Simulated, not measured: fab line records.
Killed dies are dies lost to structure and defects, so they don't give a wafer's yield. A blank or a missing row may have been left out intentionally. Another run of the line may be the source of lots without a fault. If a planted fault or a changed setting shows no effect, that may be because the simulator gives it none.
Chamber matching | flow nandHarc | NHARC_P_GATE_DEP_103 on pecvd-02: 3 sister chambers
The step deposits SiON, target thk 30 nm. 3 wafers are shown with their chamber, then 8 later ones without.

WAFERS, EACH WITH ITS CHAMBER
wafer  | chamber | heaterPowerW (W)
L083.5 | 0       | 806
L083.6 | 1       | 749
L086.1 | 2       | 715

WAFERS WITH NO CHAMBER GIVEN
wafer  | heaterPowerW (W)
L086.3 | 787
L086.6 | 791
L089.2 | 804
L089.3 | 607
L089.4 | 757
L091.2 | 714
L091.4 | 710
L091.5 | 818

THE CHAMBER EACH PASSED THROUGH
wafer  | from the rows above          | in truth
L086.3 | can't be placed: 0 or 1 or 2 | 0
L086.6 | can't be placed: 0 or 1 or 2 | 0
L089.2 | can't be placed: 0 or 1      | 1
L089.3 | can't be placed: 2 or 1      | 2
L089.4 | can't be placed: 1 or 2 or 0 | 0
L091.2 | can't be placed: 2 or 1      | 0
L091.4 | can't be placed: 2 or 1      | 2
L091.5 | can't be placed: 0 or 1      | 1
Correctly placed: 0 of 8. From these rows, 8 cannot be placed; in 7 the true chamber is one of the candidates. 0 placed wrongly.
How it was worked out, from the rows above alone: a wafer's distance from a chamber is the root of the sum, over the readings, of the square of ((its reading less the chamber's mean) divided by the reading's scatter). If the next closest chamber is less than 2 further off than the closest, the wafer can't be placed; otherwise it belongs to the closest. The mean given for a chamber averages the wafers shown for that chamber. The scatter: root of mean squared gap, hidden wafer to nearest shown wafer, with one shown wafer a chamber.
